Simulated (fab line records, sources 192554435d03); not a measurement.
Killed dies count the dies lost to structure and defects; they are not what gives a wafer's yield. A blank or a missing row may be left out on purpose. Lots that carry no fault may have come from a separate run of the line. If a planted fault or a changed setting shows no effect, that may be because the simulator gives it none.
fab line records	flow n5_finfet
[record] lots = 10	wafers = 28	last_day = 18
route steps=1938 shown BEOL_M13@1671 PASSIVATION@1936
lots that met no fault: from a run of the same line without faults
start_h: start of the lot's first displayed wafer, in hours after the record's first day	wait_h: time in hours since the lot's previous step	" unchanged from the row above	L1.1+2: a row that stands for several wafers	- value missing, or start not given	* or withheld: withheld	< > ~ a bound
route shown NAME@n: a module of which the file shows steps, and the number in the route of the first	usual: mean/standard deviation of fault-free wafers	same: alike in all rows	chamber/n: place in a boat	sites: the reading at each site	_std_site: the standard deviation of these	_edge_site: inner sites' mean taken away from outer sites' mean	radius_mm: for every site, how far away it sits from the centre of the wafer	mask NAME#n: copy n	behind: the most recent tool/chamber to have shaped the wafer	hold: the reason the lot was held/the length of the hold in hours/how it ended	device: the n, p or np transistor that did not switch	end of line: the tests these same wafers got at the end of their route	where a step has no rows: the recipe by itself	killed: at the first sort, the dies lost to defects and structure; wafer yield is something else	map: shows each die of a wafer: x if killed, . if not, _ if none is there
set.NAME: the setting that was run; set.NAME@STEP: the one run at that earlier step	model.NAME: the simulator's own value behind a step, which no gauge read
a sample of lots followed through the steps of the route, with each step as a table and each wafer as a row
services: from which hour (start_h, from the record's first day; less than 0 if before it) a tool's chamber was out of use, for how many hours, and why
[[steps]]
[step N5_BEOL_M13_INSPECT_12]
[recipe] mode = adi	inspect_instrument = macro
[usual] raw_defect_count = 2.0/1.4
lot.wafer	tool	chamber	start_h	wait_h	raw_defect_count
L798.2	defect_inspect-02	-	232.36	0.0	2
L798.4	"	-	"	"	2
L798.5	"	-	"	"	3
L799.1	defect_inspect-02	-	238.64	0.0	2
L799.3	"	-	"	"	2
L799.4	"	-	"	"	1
L800.1	defect_inspect-01	-	246.56	0.0	2
L800.4	"	-	"	"	1
L800.6	"	-	"	"	6
L801.1	defect_inspect-01	-	248.49	0.0	3
L801.3	"	-	"	"	2
L801.6	"	-	"	"	3
L802.1	defect_inspect-02	-	260.68	0.0	1
L802.3	"	-	"	"	1
L802.5	"	-	"	"	2
L811.1	defect_inspect-01	-	320.53	0.0	3
L811.5	"	-	"	"	2
L812.1	defect_inspect-01	-	325.35	0.0	3
L812.5	"	-	"	"	2
L813.1	defect_inspect-02	-	328.46	0.0	2
L813.3	"	-	"	"	1
L813.5	"	-	"	"	4
L816.2	defect_inspect-01	-	358.46	0.0	0
L816.4	"	-	"	"	2
L816.6	"	-	"	"	2
L820.1	defect_inspect-02	-	384.72	0.0	4
L820.4	"	-	"	"	1
L820.5	"	-	"	"	3
[step N5_BEOL_M13_STRIP_64]
[recipe] chemistry = N2/H2	power_w = 1000	temp_c = 250	h2_frac = 0.65	overash_fraction = 0.3	pressure_mtorr = withheld	n2_flow_sccm = 1750	h2_flow_sccm = 3250
[usual] drypump_motor_current_A = 5.9/0.69	heater_power_w = 346/20	n2_flow_sccm = 1750/5.3	oes_product_au = 0.715/0.0049	strip_time_to_endpoint_s = 31.34/0.074
lot.wafer	tool	chamber	start_h	wait_h	drypump_motor_current_A	heater_power_w	n2_flow_sccm	oes_product_au	rf_hours_counter_h	strip_time_to_endpoint_s
L798.2	plasma_asher-02	1	232.78	0.0	5.7	378	1745	0.720	67	31.27
L798.4	"	1	"	"	5.7	394	1739	0.726	-	31.28
L798.5	"	0	"	"	6.8	336	1741	0.718	-	31.35
L799.1	plasma_asher-01	0	239.05	0.0	6.1	339	1743	0.722	115	31.43
L799.3	"	0	"	"	6.1	336	1744	0.711	-	31.38
L799.4	"	1	"	"	4.9	334	1745	0.715	-	31.31
L800.1	plasma_asher-01	1	247.15	0.0	4.9	336	1760	0.713	117	31.28
L800.4	"	1	"	"	4.9	336	1747	0.717	-	31.43
L800.6	"	0	"	"	6.2	329	1748	0.720	-	31.35
L801.1	plasma_asher-01	1	248.91	0.0	4.9	334	1747	0.711	117	31.40
L801.3	"	1	"	"	4.9	332	1742	0.712	-	31.35
L801.6	"	1	"	"	4.8	335	1738	0.715	-	31.36
L802.1	plasma_asher-02	1	261.10	0.0	5.7	368	1760	0.722	74	31.36
L802.3	"	0	"	"	6.8	335	1747	0.717	-	31.39
L802.5	"	0	"	"	6.8	334	1747	0.719	-	31.36
L811.1	plasma_asher-01	1	320.95	0.0	4.9	336	1748	0.715	129	31.33
L811.5	"	0	"	"	6.1	339	1752	0.720	-	31.39
L812.1	plasma_asher-01	0	326.12	0.0	6.1	330	1754	0.718	130	31.43
L812.5	"	0	"	"	6.2	339	1760	0.718	-	31.45
L813.1	plasma_asher-01	1	329.45	0.0	4.9	337	1745	0.721	131	31.44
L813.3	"	0	"	"	6.1	335	1749	0.710	-	31.50
L813.5	"	1	"	"	4.9	342	1755	0.718	-	31.38
L816.2	plasma_asher-01	0	358.87	0.0	6.1	327	1745	0.720	136	31.27
L816.4	"	0	"	"	6.1	331	1743	0.715	-	31.28
L816.6	"	1	"	"	4.9	346	1747	0.718	-	31.31
L820.1	plasma_asher-02	0	385.27	0.0	6.8	341	1753	0.710	99	31.38
L820.4	"	1	"	"	5.7	382	1753	0.716	-	31.36
L820.5	"	1	"	"	5.7	382	1751	0.711	-	31.44
[step N5_BEOL_M13_ETCH_68]
[recipe] chemistry = N2/H2	target = SOC	mask_material = SiARC	source_w = 3000	bias_w = 350	temp_c = 40	time_s = 355	ion_energy_ev = 200	pressure_mtorr = 30	n2_flow_sccm = 200	h2_flow_sccm = 200
[usual] chamber_pressure_mTorr = 30.002/0.028	drypump_motor_current_A = 5.7/0.53	n2_flow_sccm = 199.9/0.59	oes_product_au = 0.78/0.086	rf_vpp_V = 525.3/2.6	showerhead_plenum_p_Torr = 2.60/0.098	throttle_valve_pct = 17.84/0.27
lot.wafer	tool	chamber	start_h	wait_h	chamber_pressure_mTorr	drypump_motor_current_A	n2_flow_sccm	oes_product_au	rf_hours_counter_h	rf_vpp_V	showerhead_plenum_p_Torr	throttle_valve_pct
L798.2	rie_diel-02	0	233.65	0.1	30.007	5.2	199.3	0.72	173	526.0	2.63	18.02
L798.4	"	1	"	"	30.054	5.7	199.9	0.96	16	529.5	2.72	18.13
L798.5	"	3	"	"	30.017	5.5	198.3	0.74	-	526.9	2.64	17.99
L799.1	rie_diel-05	2	239.80	0.1	30.009	5.0	200.0	0.71	210	526.8	2.64	18.51
L799.3	"	0	"	"	30.012	6.1	198.6	0.70	236	520.7	2.40	18.03
L799.4	"	3	"	"	29.997	5.6	199.6	0.72	183	525.8	2.65	17.69
L800.1	rie_diel-05	2	247.98	0.1	30.000	5.0	199.5	0.73	213	527.0	2.64	18.48
L800.4	"	0	"	"	29.946	6.2	201.1	0.71	239	520.8	2.40	18.05
L800.6	"	0	"	"	29.992	6.1	200.2	0.71	-	520.6	2.40	18.05
L801.1	rie_diel-02	1	249.78	0.1	30.024	5.7	198.8	0.94	21	527.6	2.72	18.16
L801.3	"	0	"	"	29.964	5.2	199.8	0.72	177	525.7	2.62	18.03
L801.6	"	0	"	"	30.036	5.2	200.6	0.72	-	528.1	2.62	18.03
L802.1	rie_diel-02	1	262.09	0.1	29.930	5.6	200.7	0.94	23	529.2	2.71	18.15
L802.3	"	2	"	"	30.003	5.0	199.5	0.91	25	527.6	2.70	17.31
L802.5	"	3	"	"	29.981	5.5	199.4	0.72	-	525.2	2.64	18.00
L811.1	rie_diel-06	1	321.69	0.1	30.004	6.6	200.2	0.82	77	527.8	2.69	17.51
L811.5	"	0	"	"	29.988	5.1	200.6	0.71	-	522.8	2.40	17.73
L812.1	rie_diel-05	2	327.71	0.1	30.009	5.0	200.6	0.68	237	526.4	2.63	18.53
L812.5	"	1	"	"	29.967	5.7	199.7	0.81	-	524.8	2.56	17.89
L813.1	rie_diel-02	0	330.36	0.1	30.030	5.2	199.8	0.70	200	527.0	2.61	18.08
L813.3	"	3	"	"	30.067	5.5	199.7	0.72	194	525.8	2.63	18.03
L813.5	"	3	"	"	29.978	5.5	199.4	0.71	-	527.4	2.63	18.03
L816.2	rie_diel-05	3	359.78	0.1	29.971	5.6	199.2	0.69	220	526.5	2.63	17.77
L816.4	"	3	"	"	30.004	5.6	199.7	0.68	-	526.3	2.63	17.78
L816.6	"	0	"	"	30.018	6.2	199.8	0.92	-	528.0	2.71	17.64
L820.1	rie_diel-05	0	386.01	0.1	29.971	6.2	199.2	0.90	17	529.2	2.71	17.65
L820.4	"	0	"	"	30.027	6.2	199.9	0.90	-	526.4	2.71	17.65
L820.5	"	1	"	"	29.991	5.7	200.2	0.79	-	525.1	2.55	17.94
[step N5_BEOL_M13_SPUTTER_43]
[recipe] material = TaN	target_thk_a = 150	temp_c = 50	bias_v = 168.6	power_w = 15000	chamber_pressure_pa = 0.12	time_s = 24.19
[usual] susceptor_temp_C = 50.01/0.12	throttle_valve_pct = 30.3/1.2
lot.wafer	tool	chamber	start_h	wait_h	susceptor_temp_C	throttle_valve_pct
L798.2	pvd_sputter-02	-	237.54	0.0	49.98	31.4
L798.4	"	-	"	"	49.92	29.9
L798.5	"	-	"	"	49.90	30.1
L799.1	pvd_sputter-02	-	244.21	0.0	50.09	31.5
L799.3	"	-	"	"	49.93	29.9
L799.4	"	-	"	"	49.93	31.0
L800.1	pvd_sputter-01	-	252.15	0.0	50.01	29.0
L800.4	"	-	"	"	50.24	31.2
L800.6	"	-	"	"	50.14	31.4
L801.1	pvd_sputter-02	-	258.95	0.0	50.19	31.3
L801.3	"	-	"	"	49.86	27.8
L801.6	"	-	"	"	49.94	27.9
L802.1	pvd_sputter-01	-	268.58	0.0	49.99	30.2
L802.3	"	-	"	"	50.03	31.5
L802.5	"	-	"	"	50.14	29.8
L811.1	pvd_sputter-01	-	323.78	0.0	50.10	31.0
L811.5	"	-	"	"	-	31.5
L812.1	pvd_sputter-01	-	329.22	0.0	49.99	31.1
L812.5	"	-	"	"	-	31.2
L813.1	pvd_sputter-02	-	331.62	0.0	50.14	31.1
L813.3	"	-	"	"	50.16	28.1
L813.5	"	-	"	"	50.10	31.0
L816.2	pvd_sputter-02	-	362.18	0.0	50.03	28.0
L816.4	"	-	"	"	49.85	31.2
L816.6	"	-	"	"	49.93	31.2
L820.1	pvd_sputter-02	-	389.06	0.0	50.03	31.0
L820.4	"	-	"	"	50.05	30.0
L820.5	"	-	"	"	50.05	31.0
[step N5_BEOL_M13_CMP_49]
[recipe] stop_on = SiOC	t_overpolish_s = 17.1	down_force_psi = 1	platen_rpm = 50	clearing_platen_down_force_psi = 1.5	clearing_platen_rpm = 50	post_cmp_clean = cu_alkaline	target_thk_nm = 420	clearing_platen_pad_velocity_m_s = 0.99484	pad_velocity_m_s = 0.99484
[usual] barrier_field_endpoint_s = 30.5/0.79	motor_current_A = 5.9/0.55	slurry_filter_dp_kPa = 13.49/0.14
lot.wafer	tool	chamber	start_h	wait_h	barrier_field_endpoint_s	motor_current_A	slurry_filter_dp_kPa
L798.2	cmp-04	2	238.39	0.2	29.6	5.8	13.75
L798.4	"	3	"	"	30.0	5.4	13.51
L798.5	"	2	"	"	29.8	5.9	13.52
L799.4	cmp-04	3	245.10	0.1	30.4	5.5	13.47
L799.3	"	0	"	"	30.7	6.1	13.50
L799.1	"	1	"	"	30.3	7.1	13.74
L800.1	cmp-04	3	252.89	0.3	30.5	5.3	13.38
L800.4	"	1	"	"	31.2	6.7	13.62
L800.6	"	0	"	"	30.6	5.7	13.51
L801.1	cmp-02	0	260.38	0.5	28.6	5.2	13.45
L801.3	"	2	"	"	30.4	6.2	13.46
L801.6	"	0	"	"	28.8	5.4	13.45
L802.1	cmp-03	1	269.32	0.3	30.8	7.0	13.45
L802.3	"	2	"	"	30.9	6.3	13.36
L802.5	"	1	"	"	31.1	6.6	13.55
L811.1	cmp-02	2	324.52	0.3	30.7	6.3	13.69
L811.5	"	2	"	"	26.9	6.4	13.59
L812.1	cmp-02	0	330.23	0.3	30.1	5.0	13.58
L812.5	"	2	"	"	26.4	6.0	13.25
L813.3	cmp-04	2	332.35	0.2	30.8	5.6	13.45
L813.1	"	0	"	"	31.1	5.9	13.24
L813.5	"	3	"	"	29.8	5.4	13.37
L816.2	cmp-03	1	362.99	0.3	30.1	6.6	13.39
L816.4	"	2	"	"	31.3	6.2	13.42
L816.6	"	0	"	"	30.8	5.3	13.60
L820.4	cmp-02	3	389.84	0.2	29.2	6.7	13.53
L820.1	"	1	"	"	30.2	5.3	13.66
L820.5	"	3	"	"	29.7	6.3	13.62
[step N5_PASSIVATION_PROBE_49]
[usual] defect_limited_yield = 91.4/1.4	killed_at_M0_to_M3 = 31/10	killed_at_M4_up = 14/5.6	killed_at_contacts = 13/6.3	killed_at_front_end = 39/10	killed_at_other = 4/3.1	killed_dies = 101/16	killed_open = 65/13	killed_short = 34/7.2	sort_bin_4_leakage = 0.00/0.007	sort_bin_5_function = 5.1/0.88	sort_bin_6_memory = 3.2/0.66	sort_n_pass = 1079/16	sort_yield_pct = 91.4/1.4
[same] gross_dies = 1180	killed_at_back_side = 0	sort_bin_8_speed[%] = 0
lot.wafer	tool	chamber	start_h	wait_h	defect_limited_yield[%]	killed_at_M0_to_M3	killed_at_M4_up	killed_at_contacts	killed_at_front_end	killed_at_other	killed_dies	killed_open	killed_short	sort_bin_4_leakage[%]	sort_bin_5_function[%]	sort_bin_6_memory[%]	sort_n_pass	sort_yield_pct[%]
L798.2	prober-01	-	279.08	0.1	90.2	25	12	23	40	16	116	78	38	0	5.8	3.8	1064	90.2
L798.4	prober-01	-	279.18	0.2	91.8	27	5	12	41	12	97	70	26	0	5.0	3.0	1083	91.8
L798.5	prober-01	-	279.23	0.2	90.8	34	8	12	48	7	109	67	38	0	5.1	3.5	1071	90.8
L811.1	prober-02	-	351.01	0.0	89.2	43	13	23	44	5	128	93	33	0	6.1	4.6	1052	89.2
L811.5	prober-02	-	351.21	0.2	89.9	16	22	24	51	6	119	67	50	0	6.4	3.0	1061	89.9
L816.2	prober-01	-	388.35	0.1	91.2	26	12	7	57	2	104	71	33	0	5.1	3.5	1076	91.2
// killed by level:class
L798.2 MOL_CONTACT_COAG:geometric_particle:open=16 STI_FIN_REVEAL:geometric_particle:open=13 FIN_SAQP:geometric_particle:short=8 BEOL_M3:geometric_particle:open=8 FIN_SAQP:geometric_particle:open=7 MOL_CONTACT_COAG:geometric_particle:short=7 BEOL_M5:geometric_particle:open=5 MIM_TOP:geometric_particle:open=5
L798.4 FIN_SAQP:geometric_particle:open=11 MOL_CONTACT_COAG:geometric_particle:open=11 BEOL_M3:geometric_particle:open=11 STI_FIN_REVEAL:geometric_particle:open=5 STARTING-WAFER:geometric_particle:open=5 STARTING-WAFER:geometric_particle:short=5 DUMMY_GATE:geometric_particle:open=4 MIM_TOP:geometric_particle:open=4
L798.5 STI_FIN_REVEAL:geometric_particle:open=11 BEOL_M3:geometric_particle:open=10 FIN_SAQP:geometric_particle:short=9 MOL_CONTACT_COAG:geometric_particle:open=9 BEOL_M0_SAQP:geometric_particle:short=9 BEOL_M5:geometric_particle:open=7 FIN_SAQP:geometric_particle:open=6 BEOL_M0:geometric_particle:open=5
L811.1 MOL_CONTACT_COAG:geometric_particle:open=19 STI_FIN_REVEAL:geometric_particle:open=14 BEOL_M2:geometric_particle:open=10 BEOL_M1:geometric_particle:open=9 BEOL_M0_SAQP:geometric_particle:short=7 FIN_SAQP:geometric_particle:open=6 BEOL_M0_SAQP:geometric_particle:open=6 BEOL_M4:geometric_particle:open=5
L811.5 MOL_CONTACT_COAG:geometric_particle:open=17 FIN_SAQP:geometric_particle:short=11 GATE_CUT:geometric_particle:short=10 BEOL_M4:geometric_particle:open=10 STI_FIN_REVEAL:geometric_particle:open=7 MOL_CONTACT_COAG:geometric_particle:short=7 BEOL_M5:geometric_particle:open=5 STI_FIN_REVEAL:geometric_particle:short=4
L816.2 FIN_SAQP:geometric_particle:open=16 BEOL_M0_SAQP:geometric_particle:open=14 FIN_SAQP:geometric_particle:short=8 STI_FIN_REVEAL:geometric_particle:open=8 GATE_CUT:geometric_particle:short=5 GATE_CUT:geometric_particle:open=5 BEOL_M0_SAQP:geometric_particle:short=5 BEOL_M4:geometric_particle:open=5
[[services]]
tool	chamber	start_h	hours	kind
rie_diel-02	2	209.65	5.9	repair
cmp-04	-	211.32	2.4	repair
cmp-03	-	218.25	0.6	repair
cmp-04	-	220.99	1.0	repair
cmp-03	-	235.84	10.2	pm
cmp-02	-	250.35	4.0	pm
cmp-04	-	253.81	7.0	pm
cmp-02	-	258.64	1.5	repair
cmp-03	-	261.17	4.2	repair
plasma_asher-01	-	284.35	3.4	repair
cmp-04	-	297.49	1.3	repair
rie_diel-05	0	302.92	10.6	repair
cmp-03	-	318.55	6.7	pm
cmp-04	-	330.03	0.5	repair
rie_diel-02	2	330.09	1.6	repair
cmp-04	-	335.82	1.4	repair
plasma_asher-01	-	351.36	2.0	repair
rie_diel-05	2	353.39	15.3	repair
cmp-02	-	355.86	17.1	pm
cmp-04	-	371.26	2.4	repair
plasma_asher-01	-	377.96	0.4	repair
cmp-02	-	379.92	0.3	repair
cmp-04	-	381.48	1.3	repair
rie_diel-05	-	381.65	2.8	pm
[[key]]
[first_sign] step = N5_BEOL_M13_CMP_49	reading = barrier_field_endpoint_s	direction = down	sigmas = 4.9	usual = 30.5	struck = 26.6
effect none on later readings
met_at N5_BEOL_M13_SPUTTER_43
struck_lots L811,L812
struck_wafers L811.5,L812.5
not_acting_at N5_BEOL_M13_INSPECT_12,N5_BEOL_M13_STRIP_64,N5_BEOL_M13_ETCH_68
onset_between 268.58 323.78
[fault] kind = process_parameter_drift	tool = pvd_sputter-01	chamber = -	onset_h = 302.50	steps = N5_BEOL_M13_SPUTTER_43	channel = time_s	offset = *	shape = step	end_h = 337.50	scope = struck_wafers_only	acts_in = *	stated = *
